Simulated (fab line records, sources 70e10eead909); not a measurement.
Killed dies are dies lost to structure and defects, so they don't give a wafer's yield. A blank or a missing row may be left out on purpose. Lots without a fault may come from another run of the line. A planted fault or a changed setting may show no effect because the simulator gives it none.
Chamber matching | flow nand_harc | NHARC_A_DECK1_JOINT_DEP_16 on pecvd-02: 3 sister chambers
The step deposits SiO2, target thk 45 nm. 6 wafers are shown with their chamber, then 7 later ones without.

WAFERS WITH THEIR CHAMBER
wafer  | chamber | heater_power_w (W) | throttle_valve_pct (%)
L085.5 | 2       | 556                | 16.0
L091.2 | 1       | 644                | 15.7
L091.3 | 0       | 445                | 16.3
L091.5 | 1       | 616                | 15.4
L092.4 | 0       | 544                | 16.3
L092.5 | 2       | 531                | 15.8

WAFERS WITHOUT THEIR CHAMBER
wafer  | heater_power_w (W) | throttle_valve_pct (%)
L092.6 | 544                | 15.9
L093.4 | 615                | 15.6
L093.5 | 423                | 16.4
L093.6 | 519                | 15.7
L097.1 | 513                | 15.6
L097.2 | 629                | 16.0
L097.5 | 606                | 15.9

WHICH CHAMBER EACH WENT THROUGH
wafer  | from the rows above          | in truth
L092.6 | 2                            | 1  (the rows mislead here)
L093.4 | 1                            | 1
L093.5 | 0                            | 0
L093.6 | can't be placed: 2 or 1      | 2
L097.1 | can't be placed: 2 or 1      | 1
L097.2 | can't be placed: 2 or 1 or 0 | 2
L097.5 | can't be placed: 2 or 1      | 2
Placed correctly: 2 of 7. Can't be placed from these rows: 4 (the true chamber is among the candidates in 4). Placed wrongly: 1.
How it was worked out, from the rows above alone: a wafer's distance from a chamber is the root of the sum, over the readings, of the square of ((its reading less the chamber's mean) divided by the reading's scatter). The wafer belongs to the nearest chamber; if the next one is less than 2 further off, it can't be placed. A chamber's mean is the mean of its shown wafers. The scatter: the root of (the sum of the squares of (reading less its chamber's mean) over the shown wafers, divided by (wafers less chambers)).
